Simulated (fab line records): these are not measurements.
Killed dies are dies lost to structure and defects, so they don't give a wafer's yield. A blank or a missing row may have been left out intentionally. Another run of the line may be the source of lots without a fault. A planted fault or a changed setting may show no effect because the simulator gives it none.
fab line records	flow nand-harc
record: lots: 10	wafers: 26	last-day: 32
route steps=1302 shown A_CHANNEL_HOLE_D1@473 A_CHANNEL_FILL_D1@492 END@1301
lots that met no fault: from a run of the same line without faults
start-h: the number of hours between the record's first day and the start of the first shown wafer of the lot	wait-h: hours since the lot's step before	" unchanged from the row above	L1.1+2: several wafers, shown together as one row	- no value present, or no start provided	* or withheld: withheld	< > ~ a bound
route shown NAME@n: NAME is a module with steps in the file, n the number in the route of the first one	usual: mean/standard deviation taken from wafers without a fault	same: alike in all rows	chamber/n: place in a boat	sites: each site's reading	_std_site: how widely they spread, as a standard deviation	_edge_site: the outer-site mean with the inner-site mean subtracted	radius-mm: how far each site lies from the wafer's centre	mask NAME#n: copy n	behind: the last tool/chamber to shape the wafer	hold: reason for holding the lot/hours on hold/outcome of the hold	device: transistor that didn't switch, given as n, p or np	end of line: the tests these same wafers got at the end of their route	where a step has no rows: the recipe by itself	killed: dies lost to structure and defects at the first sort, not the wafer's yield	map: per-die view of a wafer (x killed, . not killed, _ where there is no die)
set.NAME: the setting the step ran with; set.NAME@STEP: the setting that earlier step ran with	model.NAME: the simulator's own value behind a step, which no gauge read
steps of the route over a sample of lots; a table a step, a row a wafer
services: a tool's chamber out of use, with start hour (start-h, from the record's first day; less than 0 if before it), hours out, and reason
== steps ==
step: NHARC_A_CHANNEL_HOLE_D1_ETCH_21
recipe: bias-v: 3000	source-w: withheld	pressure-mtorr: 20	time-s: 514.3	ar-flow-sccm: 375	c4f8-flow-sccm: 89.3	o2-flow-sccm: 35.7	temp-c: -20	target-depth-a: 16000	chemistry: C4F8/O2/Ar
usual: c4f8-flow-sccm: 89.28/0.25	drypump-motor-current-A: 5.3/0.47	showerhead-plenum-p-Torr: 3.62/0.099	throttle-valve-pct: 32.155/0.0094
lot.wafer	tool	chamber	start-h	wait-h	c4f8-flow-sccm	drypump-motor-current-A	rf-hours-counter-h	showerhead-plenum-p-Torr	throttle-valve-pct
L824.4	har-etch-02	1	201.10	0.3	89.02	5.9	-	3.77	32.155
L824.3	"	0	"	"	89.39	4.9	-	3.63	32.153
L824.5	"	0	"	"	89.30	4.9	-	3.63	32.160
L830.1	har-etch-02	1	239.29	0.3	89.07	5.9	321	3.75	32.157
L831.1	har-etch-01	1	250.33	0.3	88.86	4.8	120	3.65	32.149
L831.3	"	0	"	"	89.52	5.6	-	3.50	32.156
L831.5	"	1	"	"	89.27	4.7	-	3.65	32.152
L832.1	har-etch-01	1	265.61	0.3	89.29	4.7	131	3.64	32.140
L839.1	har-etch-02	1	326.38	0.3	89.21	5.8	374	3.72	32.161
L839.2	"	0	"	"	89.37	4.9	359	3.60	32.142
L839.6	"	1	"	"	89.04	5.8	-	3.72	32.155
L842.2	har-etch-02	0	358.36	0.3	89.06	4.9	386	3.59	32.159
L842.1	"	1	"	"	89.23	5.9	401	3.71	32.168
L842.6	"	1	"	"	89.35	5.9	-	3.71	32.147
L843.1	har-etch-02	1	365.10	0.3	89.51	5.8	405	3.71	32.149
L843.5	"	0	"	"	89.11	4.9	-	3.58	32.157
L843.6	"	1	"	"	89.73	5.8	-	3.71	32.174
L844.1	har-etch-01	0	389.13	0.3	89.32	5.6	203	3.46	32.155
L844.4	"	0	"	"	89.20	5.6	-	3.46	32.149
L844.6	"	0	"	"	89.17	5.6	-	3.46	32.162
L845.1	har-etch-01	0	393.29	0.3	89.16	5.6	207	3.46	32.159
L845.3	"	0	"	"	88.98	5.6	-	3.46	32.155
L845.5	"	1	"	"	89.28	4.8	-	3.60	32.150
L846.2	har-etch-02	0	398.26	0.3	88.99	4.9	4	3.93	32.166
L846.1	"	1	"	"	89.28	5.9	4	3.70	32.154
L846.4	"	0	"	"	88.91	4.9	-	3.93	32.143
step: NHARC_A_CHANNEL_HOLE_D1_ETCH_24
recipe: bias-v: 5000	source-w: withheld	pressure-mtorr: 20	time-s: 906.2	ar-flow-sccm: 375	c4f8-flow-sccm: 93.8	o2-flow-sccm: 31.2	temp-c: -20	target-depth-a: 15000	chemistry: C4F8/O2/Ar
usual: c4f8-flow-sccm: 93.8/0.31	drypump-motor-current-A: 5.3/0.46	showerhead-plenum-p-Torr: 3.62/0.098	throttle-valve-pct: 32.234/0.0098
lot.wafer	tool	chamber	start-h	wait-h	c4f8-flow-sccm	drypump-motor-current-A	rf-hours-counter-h	showerhead-plenum-p-Torr	throttle-valve-pct
L824.4	har-etch-02	1	202.90	0.6	93.9	5.9	-	3.76	32.212
L824.3	"	0	"	"	94.4	4.9	-	3.63	32.241
L824.5	"	0	"	"	93.9	5.0	-	3.63	32.234
L830.1	har-etch-02	1	241.01	0.6	93.9	5.9	322	3.75	32.251
L831.1	har-etch-01	1	252.10	0.6	93.8	4.8	122	3.64	32.245
L831.3	"	0	"	"	94.0	5.6	-	3.50	32.219
L831.5	"	1	"	"	94.0	4.7	-	3.64	32.234
L832.1	har-etch-01	1	267.31	0.6	94.1	4.8	133	3.64	32.223
L839.1	har-etch-02	1	328.08	0.6	93.9	5.8	375	3.72	32.236
L839.2	"	0	"	"	94.3	4.9	361	3.60	32.237
L839.6	"	1	"	"	93.8	5.9	-	3.72	32.233
L842.2	har-etch-02	0	360.07	0.6	93.8	4.9	388	3.58	32.239
L842.1	"	1	"	"	94.0	5.9	402	3.70	32.231
L842.6	"	1	"	"	93.8	5.8	-	3.70	32.225
L843.1	har-etch-02	1	366.87	0.6	93.2	5.9	406	3.70	32.239
L843.5	"	0	"	"	93.9	4.9	-	3.58	32.217
L843.6	"	1	"	"	93.4	5.9	-	3.70	32.210
L844.1	har-etch-01	0	390.82	0.6	93.7	5.6	205	3.45	32.245
L844.4	"	0	"	"	93.3	5.6	-	3.45	32.234
L844.6	"	0	"	"	93.7	5.6	-	3.45	32.248
L845.1	har-etch-01	0	395.00	0.6	93.7	5.6	209	3.45	32.221
L845.3	"	0	"	"	94.0	5.6	-	3.45	32.247
L845.5	"	1	"	"	94.0	4.8	-	3.60	32.228
L846.2	har-etch-02	0	399.96	0.6	93.9	4.9	6	3.92	32.249
L846.1	"	1	"	"	94.0	5.8	6	3.69	32.235
L846.4	"	0	"	"	93.6	4.9	-	3.92	32.230
step: NHARC_A_CHANNEL_HOLE_D1_STRIP_27
recipe: o2-flow-sccm: 500	ar-flow-sccm: 0	bias-w: 0	chemistry: O2
usual: drypump-motor-current-A: 6.0/0.38	oes-product-au: 0.999/0.014	rf-vpp-V: 57.8/0.93	showerhead-plenum-p-Torr: 3.54/0.16	throttle-valve-pct: 17.036/0.0086
lot.wafer	tool	chamber	start-h	wait-h	drypump-motor-current-A	oes-product-au	rf-hours-counter-h	rf-vpp-V	showerhead-plenum-p-Torr	throttle-valve-pct
L824.3	rie-diel-07	3	-	-	6.1	0.994	7	57.7	3.61	17.029
L824.4	"	3	"	"	6.1	0.991	-	58.0	3.61	17.030
L824.5	"	0	"	"	6.2	0.974	-	59.4	3.75	17.042
L830.1	rie-diel-07	3	-	-	6.2	1.003	11	56.7	3.60	17.045
L831.3	rie-diel-09	0	-	-	5.9	0.996	32	57.2	3.79	17.053
L831.1	"	1	"	"	5.5	1.021	32	58.1	3.40	17.033
L831.5	"	1	"	"	5.5	1.020	-	57.1	3.40	17.041
L832.1	rie-diel-07	2	-	-	5.7	1.012	9	56.1	3.31	17.029
L839.2	rie-diel-07	3	-	-	6.2	0.978	2	58.5	3.60	17.037
L839.1	"	1	"	"	6.4	0.996	3	57.2	3.55	17.039
L839.6	"	0	"	"	6.1	0.988	-	58.0	3.75	17.027
L842.1	rie-diel-07	2	-	-	5.7	1.012	6	56.7	3.30	17.039
L842.2	"	0	"	"	6.2	1.000	6	57.1	3.75	17.033
L842.6	"	1	"	"	6.4	1.001	-	57.1	3.55	17.043
L843.1	rie-diel-07	0	-	-	6.2	1.000	6	56.3	3.75	17.030
L843.5	"	3	"	"	6.2	0.990	-	58.1	3.60	17.023
L843.6	"	0	"	"	6.1	1.005	-	57.9	3.75	17.032
L844.4	rie-diel-07	3	-	-	6.2	0.989	8	58.2	3.60	17.029
L844.1	"	1	"	"	6.4	0.999	7	58.0	3.55	17.030
L844.6	"	3	"	"	6.1	0.988	-	57.9	3.60	17.029
L845.3	rie-diel-09	3	-	-	4.9	1.011	20	57.8	3.55	17.028
L845.1	"	1	"	"	5.5	1.023	21	58.7	3.38	17.040
L845.5	"	3	"	"	4.9	1.008	-	56.9	3.55	17.038
L846.1	rie-diel-07	2	-	-	5.7	1.008	9	56.9	3.30	17.046
L846.2	"	3	"	"	6.1	0.978	8	59.7	3.60	17.035
L846.4	"	0	"	"	6.1	0.989	8	60.2	3.75	17.033
step: NHARC_A_CHANNEL_FILL_D1_ALD_02
recipe: target-thk-a: 60	pulse-time-s: 10	ald-cycles: 60	temp-c: 300	material: SiO2
usual: ald-cycles: 60/0	heater-power-w: 449/54	precursor-pulse-height-rel: 1.000/0.019
lot.wafer	tool	chamber	start-h	wait-h	ald-cycles	heater-power-w	precursor-pulse-height-rel
L824.3	ald-hk-04	0	206.68	-	60	429	1.026
L824.4	"	1	"	"	60	371	1.007
L824.5	"	3	"	"	60	501	1.026
L830.1	ald-hk-04	0	244.88	-	80	434	0.973
L831.3	ald-hk-01	0	255.77	-	60	423	0.950
L831.1	"	1	"	"	60	382	0.987
L831.5	"	1	"	"	60	391	0.996
L832.1	ald-hk-04	1	271.28	-	80	396	0.995
L839.2	ald-hk-02	0	331.85	-	60	516	0.990
L839.1	"	3	"	"	60	492	1.030
L839.6	"	0	"	"	60	516	1.006
L842.2	ald-hk-02	1	364.03	-	60	427	0.990
L842.1	"	2	"	"	60	443	1.011
L842.6	"	0	"	"	60	523	0.990
L843.1	ald-hk-02	3	370.87	-	60	494	0.985
L843.5	"	0	"	"	60	517	1.025
L843.6	"	1	"	"	60	439	1.020
L844.4	ald-hk-02	1	394.59	-	60	446	1.001
L844.1	"	0	"	"	60	523	1.016
L844.6	"	1	"	"	60	440	1.045
L845.3	ald-hk-01	1	398.93	-	60	378	0.991
L845.1	"	2	"	"	60	415	0.995
L845.5	"	0	"	"	60	404	0.986
L846.2	ald-hk-04	2	403.74	-	60	540	0.996
L846.4	"	0	"	"	60	427	1.012
L846.1	"	1	"	"	60	385	0.996
step: NHARC_END_WLT_00
usual: VT_DECK1_BOTTOM: 0.873/0.0081	VT_DECK1_BOTTOM_INNER: 0.873/0.0079	VT_DECK1_MEDIAN_NEAR_BOTTOM: 0.875/0.0083	VT_DECK1_MEDIAN_NEAR_BOTTOM_INNER: 0.874/0.0082	VT_DECK1_MIDDLE: 0.886/0.0071	VT_DECK1_MIDDLE_INNER: 0.887/0.007	VT_DECK1_TOP: 0.898/0.0068	VT_DECK1_TOP_INNER: 0.898/0.007	VT_DECK2_BOTTOM: 0.876/0.0077	VT_DECK2_BOTTOM_INNER: 0.877/0.0078	VT_DECK2_MEDIAN_NEAR_BOTTOM: 0.877/0.0083	VT_DECK2_MEDIAN_NEAR_BOTTOM_INNER: 0.877/0.0077	VT_DECK2_MIDDLE: 0.888/0.0067	VT_DECK2_MIDDLE_INNER: 0.889/0.007	VT_DECK2_TOP: 0.900/0.0071	VT_DECK2_TOP_INNER: 0.899/0.0065
lot.wafer	tool	chamber	start-h	wait-h	VT_DECK1_BOTTOM	VT_DECK1_BOTTOM_INNER	VT_DECK1_MEDIAN_NEAR_BOTTOM	VT_DECK1_MEDIAN_NEAR_BOTTOM_INNER	VT_DECK1_MIDDLE	VT_DECK1_MIDDLE_INNER	VT_DECK1_TOP	VT_DECK1_TOP_INNER	VT_DECK2_BOTTOM	VT_DECK2_BOTTOM_INNER	VT_DECK2_MEDIAN_NEAR_BOTTOM	VT_DECK2_MEDIAN_NEAR_BOTTOM_INNER	VT_DECK2_MIDDLE	VT_DECK2_MIDDLE_INNER	VT_DECK2_TOP	VT_DECK2_TOP_INNER
L824.3	prober-01	-	574.02	1.1	0.877	0.887	0.875	0.873	0.884	0.885	0.892	0.893	0.882	0.881	0.885	0.883	0.886	0.891	0.908	0.912
L824.4	"	-	"	"	0.874	0.867	0.873	0.873	0.883	0.888	0.902	0.904	0.882	0.892	0.879	0.885	0.900	0.900	0.897	0.905
L824.5	"	-	"	"	0.876	0.867	0.877	0.878	0.882	0.886	0.893	0.907	0.895	0.897	0.892	0.891	0.897	0.904	0.910	0.909
L830.1	prober-01	-	616.71	0.0	0.891	0.884	0.893	0.887	0.902	0.900	0.921	0.916	0.863	0.864	0.861	0.865	0.882	0.885	0.893	0.892
L831.1	prober-02	-	616.72	0.1	0.889	0.882	0.888	0.876	0.893	0.888	0.898	0.897	0.867	0.868	0.866	0.864	0.881	0.881	0.889	0.899
L831.3	"	-	"	"	0.879	0.873	0.879	0.881	0.882	0.888	0.900	0.897	0.865	0.866	0.867	0.865	0.881	0.877	0.894	0.898
L831.5	"	-	"	"	0.878	0.875	0.878	0.889	0.892	0.897	0.901	0.899	0.865	0.867	0.864	0.859	0.886	0.879	0.894	0.893
L832.1	prober-02	-	641.73	0.1	0.901	0.899	0.901	0.897	0.907	0.905	0.921	0.917	0.875	0.872	0.878	0.879	0.891	0.885	0.889	0.896
L839.1	prober-01	-	713.16	1.4	0.879	0.877	0.876	0.870	0.892	0.880	0.900	0.900	0.880	0.882	0.877	0.888	0.885	0.886	0.908	0.894
L839.2	"	-	"	"	0.872	0.873	0.872	0.864	0.883	0.887	0.902	0.896	0.881	0.881	0.882	0.881	0.893	0.898	0.890	0.891
L839.6	"	-	715.66	3.9	0.857	0.863	0.857	0.868	0.877	0.879	0.890	0.890	0.885	0.876	0.881	0.880	0.888	0.891	0.912	0.896
L842.1	prober-01	-	726.98	0.0	0.869	0.861	0.863	0.858	0.881	0.880	0.894	0.895	0.887	0.874	0.878	0.885	0.900	0.895	0.900	0.899
L842.2	"	-	"	"	0.856	0.862	0.858	0.863	0.881	0.881	0.900	0.892	0.884	0.883	0.885	0.881	0.897	0.896	0.905	0.905
L842.6	"	-	729.44	2.5	0.870	0.869	0.871	0.866	0.876	0.884	0.897	0.893	0.876	0.875	0.882	0.879	0.884	0.887	0.901	0.903
L843.1	prober-01	-	744.02	0.0	0.876	0.878	0.879	0.878	0.890	0.890	0.896	0.899	0.866	0.879	0.880	0.874	0.882	0.887	0.897	0.888
L843.5	"	-	746.03	2.1	0.883	0.885	0.881	0.877	0.886	0.894	0.900	0.899	0.870	0.867	0.869	0.876	0.875	0.877	0.895	0.897
L843.6	"	-	"	"	0.874	0.863	0.870	0.868	0.882	0.889	0.895	0.898	0.875	0.868	0.868	0.873	0.888	0.888	0.892	0.897
L845.1	prober-01	-	761.49	0.0	0.884	0.877	0.881	0.868	0.892	0.891	0.906	0.907	0.873	0.878	0.879	0.877	0.880	0.892	0.899	0.892
L845.3	"	-	762.49	1.0	0.882	0.878	0.879	0.890	0.891	0.894	0.907	0.905	0.879	0.879	0.874	0.881	0.882	0.897	0.897	0.891
L845.5	"	-	763.50	2.1	0.886	0.881	0.886	0.877	0.895	0.892	0.893	0.900	0.862	0.868	0.877	0.870	0.877	0.877	0.892	0.896
L846.1	prober-02	-	762.00	0.6	0.870	0.871	0.861	0.865	0.879	0.883	0.887	0.888	0.875	0.879	0.880	0.876	0.887	0.886	0.899	0.899
L846.2	"	-	"	"	0.869	0.873	0.871	0.871	0.878	0.878	0.885	0.883	0.881	0.875	0.883	0.874	0.883	0.895	0.904	0.906
L846.4	"	-	763.50	2.0	0.859	0.866	0.866	0.867	0.878	0.884	0.893	0.891	0.873	0.880	0.884	0.882	0.889	0.891	0.905	0.901
L844.1	prober-01	-	771.31	0.0	0.862	0.873	0.864	0.865	0.881	0.889	0.898	0.887	0.874	0.876	0.873	0.876	0.889	0.884	0.890	0.900
L844.4	"	-	772.80	1.5	0.870	0.873	0.878	0.879	0.892	0.879	0.894	0.888	0.882	0.880	0.865	0.879	0.889	0.883	0.907	0.888
L844.6	"	-	"	"	0.870	0.863	0.873	0.869	0.891	0.877	0.891	0.890	0.877	0.882	0.885	0.877	0.882	0.883	0.895	0.901
== services ==
tool	chamber	start-h	hours	kind
rie-diel-07	-	187.93	0.4	repair
rie-diel-09	2	207.87	16.9	repair
rie-diel-09	0	223.69	3.3	repair
har-etch-02	0	243.05	-	consumable-replace:focus-ring
har-etch-02	0	243.05	17.0	scheduled-down
har-etch-02	0	243.05	17.0	vent-cycle
rie-diel-09	-	283.06	2.2	repair
rie-diel-07	1	286.75	2.1	repair
rie-diel-07	-	294.24	9.0	pm
rie-diel-09	3	310.25	9.1	repair
rie-diel-09	-	322.68	9.0	pm
rie-diel-07	1	331.49	1.4	repair
ald-hk-02	-	342.46	1.2	repair
ald-hk-02	-	350.04	10.0	pm
rie-diel-07	1	370.03	4.8	repair
har-etch-02	-	377.00	17.0	pm
har-etch-02	0	377.00	17.0	vent-cycle
har-etch-02	1	377.00	17.0	vent-cycle
har-etch-02	0	394.00	-	clean
har-etch-02	0	394.00	-	consumable-replace:esc
har-etch-02	0	394.00	-	consumable-replace:focus-ring
har-etch-02	0	394.00	-	consumable-replace:showerhead
har-etch-02	1	394.00	-	clean
har-etch-02	1	394.00	-	consumable-replace:esc
== key ==
first-sign: step: NHARC_A_CHANNEL_FILL_D1_ALD_02	reading: ald-cycles	direction: up	sigmas: 99+	usual: 60	struck: 80
effect: step: NHARC_END_WLT_00	reading: VT_DECK1_TOP	direction: up	sigmas: 3.4	usual: 0.898	struck: 0.921
met-at NHARC_A_CHANNEL_FILL_D1_ALD_02
struck-lots L830,L832
struck-wafers L830.1,L832.1
tester-left-out L830,L832
not-acting-at NHARC_A_CHANNEL_HOLE_D1_ETCH_21,NHARC_A_CHANNEL_HOLE_D1_ETCH_24,NHARC_A_CHANNEL_HOLE_D1_STRIP_27
onset-between 206.68 244.88
fault: kind: process-parameter-drift	tool: ald-hk-04	chamber: -	onset-h: 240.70	steps: NHARC_A_CHANNEL_FILL_D1_ALD_02	channel: ald-cycles	offset: 20	shape: step	end-h: 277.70	scope: struck-wafers-only	acts-in: these-recipes-only	stated: 60
tester-left-out: of these lots the tester's yield and bins aren't shown, on N5 and GAA mostly nor the transistor test; their killed dies are dies lost to structure and defects alone, not to doping, threshold or leakage, so they don't give the yield
